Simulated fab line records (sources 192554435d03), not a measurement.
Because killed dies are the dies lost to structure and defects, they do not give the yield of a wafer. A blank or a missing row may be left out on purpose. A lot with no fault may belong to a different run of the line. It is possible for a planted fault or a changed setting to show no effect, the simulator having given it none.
Matching of chambers	flow n5 finfet	4 sister chambers for N5_BEOL_M11_ETCH_62 on rie diel-06
The step etches SOC in N2/H2, target depth 110 nm, overetch 22 nm, time 165 s. 22 wafers are shown with their chamber, then 11 later ones without.

WAFERS PAIRED WITH THEIR CHAMBERS
wafer	chamber	drypump motor current A (A)	throttle valve pct (%)	showerhead plenum p Torr (Torr)
L078.2	3	5.4	18.14	2.42
L078.3	2	5.2	18.02	2.62
L078.6	1	5.6	17.68	2.39
L077.4	2	5.2	18.03	2.62
L077.5	3	5.3	18.15	2.42
L077.6	0	4.9	17.61	2.48
L079.1	1	5.7	17.72	2.39
L079.4	2	5.3	18.02	2.62
L079.6	3	5.4	18.17	2.41
L081.1	0	4.9	17.61	2.48
L081.2	1	5.7	17.70	2.39
L081.6	1	5.7	17.70	2.39
L082.1	3	5.4	18.19	2.41
L082.3	1	5.7	17.69	2.39
L082.4	0	4.9	17.63	2.47
L089.2	1	5.7	17.25	2.70
L089.3	2	5.2	17.63	2.62
L089.5	3	5.4	18.21	2.41
L090.2	2	5.2	17.63	2.62
L090.4	0	4.9	17.66	2.47
L090.6	1	5.7	17.26	2.70
L091.2	3	5.4	18.22	2.40

SIGNATURES (means of the wafers above)
reading	chamber 0	chamber 1	chamber 2	chamber 3	scatter within a chamber
drypump motor current A	4.900	5.686	5.220	5.383	0.0372
throttle valve pct	17.6275	17.5714	17.8660	18.1800	0.162
showerhead plenum p Torr	2.4750	2.4786	2.6200	2.4117	0.0875
Rule: for a wafer and a chamber, the distance is found by dividing, reading by reading, the gap between the wafer's reading and the chamber's mean by the reading's scatter, squaring, summing and taking the root. The wafer belongs to the nearest chamber; if the next one is less than 2 further off, it can't be placed. The scatter: the root of (the sum of the squares of (reading less its chamber's mean) over the shown wafers, divided by (wafers less chambers)).

WAFERS WITH NO CHAMBER GIVEN
wafer	drypump motor current A (A)	throttle valve pct (%)	showerhead plenum p Torr (Torr)
L091.5	5.4	18.21	2.40
L091.6	4.9	17.68	2.47
L088.2	5.3	17.63	2.61
L088.3	4.9	17.67	2.47
L088.6	5.7	17.28	2.70
L095.2	4.9	17.64	2.46
L095.5	5.4	18.22	2.40
L095.6	5.2	17.65	2.61
L096.2	5.7	17.28	2.70
L096.5	4.9	17.65	2.46
L096.6	5.2	17.65	2.61

WHICH CHAMBER EACH WENT THROUGH
wafer	from the rows above	in truth
L091.5	3	3
L091.6	0	0
L088.2	2	2
L088.3	0	0
L088.6	1	1
L095.2	0	0
L095.5	3	3
L095.6	2	2
L096.2	1	1
L096.5	0	0
L096.6	2	2
Correct placement for 11 of the 11. Number that these rows cannot place: 0. Wrongly placed: 0.
